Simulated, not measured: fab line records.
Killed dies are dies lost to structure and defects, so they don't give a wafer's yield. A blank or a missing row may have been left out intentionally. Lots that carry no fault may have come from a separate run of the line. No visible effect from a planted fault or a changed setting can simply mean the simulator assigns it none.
The tool behind it: which one?	flow n5 finfet	6 lots, 17 wafers sampled, at 3 steps of a route of 1938

== WHAT THE GAUGES SHOWED, per wafer ==
N5_ILD0_INSPECT_06: inspects for defects (darkfield).
lot	measured	on	raw defect count
L550	day 4 22:25	defect inspect-02	35 36 33
L552	day 5 03:13	defect inspect-02	63 57 64
L554	day 5 13:39	defect inspect-01	40 42 72
L560	day 7 04:56	defect inspect-02	25 49 23
L563	day 7 22:26	defect inspect-01	51 35
L568	day 8 23:28	defect inspect-01	65 53 86

== EACH LOT AND THE TOOL THAT RAN IT (in order: tool; ch and the chambers of the sampled wafers; start) ==
lot	N5_SD_EPI_P_SD_RECESS_17	N5_ILD0_CMP_12
L550	rie si-01 ch 1,2, day 4 10:14	cmp-03 ch 0,1, day 4 22:06
L552	rie si-05 ch 1,2, day 4 16:04	cmp-03 ch 1,2, day 5 02:53
L554	rie si-01 ch 0,3, day 5 02:49	cmp-03 ch 1,2, day 5 13:20
L560	rie si-04 ch 1,3, day 6 18:07	cmp-04 ch 0,1,2, day 7 04:40
L563	rie si-01 ch 0, day 7 12:17	cmp-04 ch 2,3, day 7 22:11
L568	rie si-04 ch 1,2,3, day 8 12:05	cmp-01 ch 0,2,3, day 8 23:09
- N5_SD_EPI_P_SD_RECESS_17: chemistry HBr/Cl2/O2, target depth 39.1 nm, bt time 3 s.
- N5_ILD0_CMP_12: polishes SiNx, stops on poly-Si, t overpolish 6 s, target thk 17.67 nm.

== THE ANSWER, worked out from the rows above alone ==
Rule: what is usual is taken from the lots themselves. The widest of any qualifying gaps counts: lots, ordered by their means at a reading, are off when they make up no more than a third of the lots, leave a main group of 4 or more, and stand apart from it by 3 or more times the standard deviation of that group's means. The tables above print the reading to a certain number of digits; a main group whose means all agree to those digits is not used. A lot without any number at a reading at which 4 lots or more have one is off too. Any other lot the step has rows for is counted as sound.
Across all readings shown, no lot is off: no conclusion can be drawn from this.

== WHAT WAS PUT IN BY THE SIMULATOR ==
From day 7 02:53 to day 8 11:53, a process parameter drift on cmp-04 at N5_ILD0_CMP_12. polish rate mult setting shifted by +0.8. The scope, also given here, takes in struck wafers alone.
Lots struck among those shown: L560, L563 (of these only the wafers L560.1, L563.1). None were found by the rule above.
